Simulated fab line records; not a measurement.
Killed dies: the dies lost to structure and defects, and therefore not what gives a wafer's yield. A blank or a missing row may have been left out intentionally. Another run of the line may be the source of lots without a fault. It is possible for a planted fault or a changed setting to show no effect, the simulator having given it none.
A struck lot beside a sound one    flow n5 finfet    20 steps out of a route of 1938
Sound: the wafers L332.2, L332.4, L332.5. Struck: wafer L346.5. (L346.2, L346.6 of the same lot were not struck and are left out.) The cause comes at the end.
Per side, at each step with rows, come the tool, then ch with its chambers, and then its first start. Under that, the readings that differ: sound wafers    struck wafers    difference of the means    sigmas: that difference in standard deviations of wafers without a fault.
alike: words and numbers the same on both sides, and readings whose means are apart by under 2 such deviations; not compared: readings that were withheld, readings missing a value for some wafer, numbers with overlapping values and no deviation given by the record, and bounds like >300 which may hide the same value.
The two part at a step that has a row with sigmas, a row that says differs or no value, or rows on one side only. Numbers that don't overlap but have no deviation are shown without sigmas and don't part them. A reading that every wafer of one side lacks parts them only if that side has two wafers or more.

first, 6 steps without rows for these wafers: N5_BEOL_M1_COAT_22 (resist thk 30 nm); N5_BEOL_M1_EBR_24; N5_BEOL_M1_SOFTBAKE_23 (time 60 s); N5_BEOL_M1_EXPOSE_25 (exposes mask V0, defocus 5 nm, target cd 24 nm); N5_BEOL_M1_PEB_26 (peb time 60 s); N5_BEOL_M1_DEVELOP_27 (develop time 30 s).
N5_BEOL_M1_CD_MEAS_28: target cd y 23.3 nm.
  sound on cd sem-02 ch 0, day 7 10:37; struck on cd sem-01 ch 0, day 10 18:28
  alike: cd nm
N5_BEOL_M1_OVL_MEAS_29:
  sound on overlay-02 ch 0, day 7 10:39; struck on overlay-02 ch 0, day 10 18:30
  alike: V0_OVL
N5_BEOL_M1_INSPECT_30: inspects for defects (brightfield).
  sound: defect inspect-01 at day 7 10:42; struck: defect inspect-02 at day 10 18:33
  alike: raw defect count
N5_BEOL_M1_DESCUM_33: chemistry O2, time 7 s.
  sound on rie diel-04 ch 2,3, day 7 11:03; struck on rie diel-04 ch 0, day 10 18:35
reading                      sound              struck  difference  sigmas
drypump motor current A (A)  5.9 5.7 5.9        4.7     -1.1        -3
rf vpp V (V)                 242.0 245.7 243.1  240.5   -3.1        -2
  alike: chamber pressure mTorr, oes product au, showerhead plenum p Torr, throttle valve pct
  not compared: rf hours counter h
N5_BEOL_M1_ETCH_77: etches underlayer in N2/H2, target depth 6.5 nm, time 5.2 s.
  sound on rie diel-04 ch 2,3, day 7 11:05; struck on rie diel-04 ch 0, day 10 18:37
reading                      sound        struck  difference  sigmas
drypump motor current A (A)  5.9 5.7 6.0  4.7     -1.2        -3
  alike: chamber pressure mTorr, etch rf on time s, oes product au, rf vpp V, showerhead plenum p Torr, throttle valve pct
  not compared: rf hours counter h
N5_BEOL_M1_ETCH_69: etches SiARC in CF4, target depth 15.6 nm, time 26 s.
  sound on rie diel-04 ch 2,3, day 7 11:06; struck on rie diel-04 ch 0, day 10 18:38
reading                      sound        struck  difference  sigmas
drypump motor current A (A)  6.0 5.7 6.0  4.7     -1.2        -3
  alike: chamber pressure mTorr, etch rf on time s, oes product au, rf vpp V, showerhead plenum p Torr, throttle valve pct
  not compared: rf hours counter h
N5_BEOL_M1_ALD_98: deposits SiO2, target thk 2.5 nm, pulse time 1 s, co reactant pulse time 1 s.
  sound on ald sin-03 ch 1,3, day 7 11:11; struck on ald sin-03 ch 0, day 10 18:43
reading                                   sound        struck  difference  sigmas
ald cycles                                17 17 17     13      -4          
model.SiO2_of_BEOL_M1_ALD_98.thk nm (nm)  2.6 2.6 2.6  2       -1          
  alike: heater power w, precursor pulse height rel
N5_BEOL_M1_ETCHBACK_99: etches SiO2 in CHF3, target depth 5 nm, time 10.4 s.
  sound on rie diel-01 ch 0,2,3, day 7 11:39; struck on rie diel-04 ch 0, day 10 20:05
reading                      sound        struck  difference  sigmas
drypump motor current A (A)  6.3 5.3 5.8  4.7     -1.1        -3
  alike: chamber pressure mTorr, oes_f_703_au, oes product au, rf vpp V, showerhead plenum p Torr, throttle valve pct
  not compared: rf hours counter h
N5_BEOL_M1_ETCH_70: etches SOC in N2/H2, target depth 80 nm, overetch 16 nm, time 120 s.
  sound on rie diel-01 ch 0,2,3, day 7 11:41; struck on rie diel-04 ch 0, day 10 20:08
reading                      sound        struck  difference  sigmas
drypump motor current A (A)  6.3 5.3 5.8  4.7     -1.1        -3
  alike: chamber pressure mTorr, oes product au, rf vpp V, showerhead plenum p Torr, throttle valve pct
  not compared: rf hours counter h
then, 2 steps without rows for these wafers: N5_BEOL_M1_STRIP_71 (strips in N2/H2); N5_BEOL_M1_STRIP_78 (strips in N2/H2).
N5_BEOL_M1_VIA_ETCH_34: etches the open film in C4F6/O2, target depth 67.8 nm, time 64.4 s.
  sound on rie diel-01 ch 0,2,3, day 7 11:47; struck on rie diel-04 ch 0, day 10 20:14
reading                      sound         struck  difference  sigmas
drypump motor current A (A)  6.3 5.3 5.8   4.7     -1.1        -3
model.BEOL_M1.cd nm (nm)     17.4 18 17.4  18.8    +1.2        
  alike: chamber pressure mTorr, oes_f_703_au, oes_o_777_au, oes product au, rf vpp V, showerhead plenum p Torr, throttle valve pct
  not compared: rf hours counter h
then, 1 step without rows for these wafers: N5_BEOL_M1_STRIP_83 (strips in C4F6/O2).
N5_BEOL_M4_RC_MEAS_101:
  sound on prober-02 ch 0, day 9 01:07; struck on prober-02 ch 0, day 12 13:11
  alike: DIBL_N, DIBL_P, IOFF_N, IOFF_P, ION_N, ION_P, SS_N, SS_P, VT_N, VT_P

== WHERE THEY PART ==
Last at N5_BEOL_M1_VIA_ETCH_34 as far as this record goes, first at N5_BEOL_M1_DESCUM_33. Later steps at which nothing parts them and some readings are alike: N5_BEOL_M4_RC_MEAS_101.

WHY: what the simulator had put in
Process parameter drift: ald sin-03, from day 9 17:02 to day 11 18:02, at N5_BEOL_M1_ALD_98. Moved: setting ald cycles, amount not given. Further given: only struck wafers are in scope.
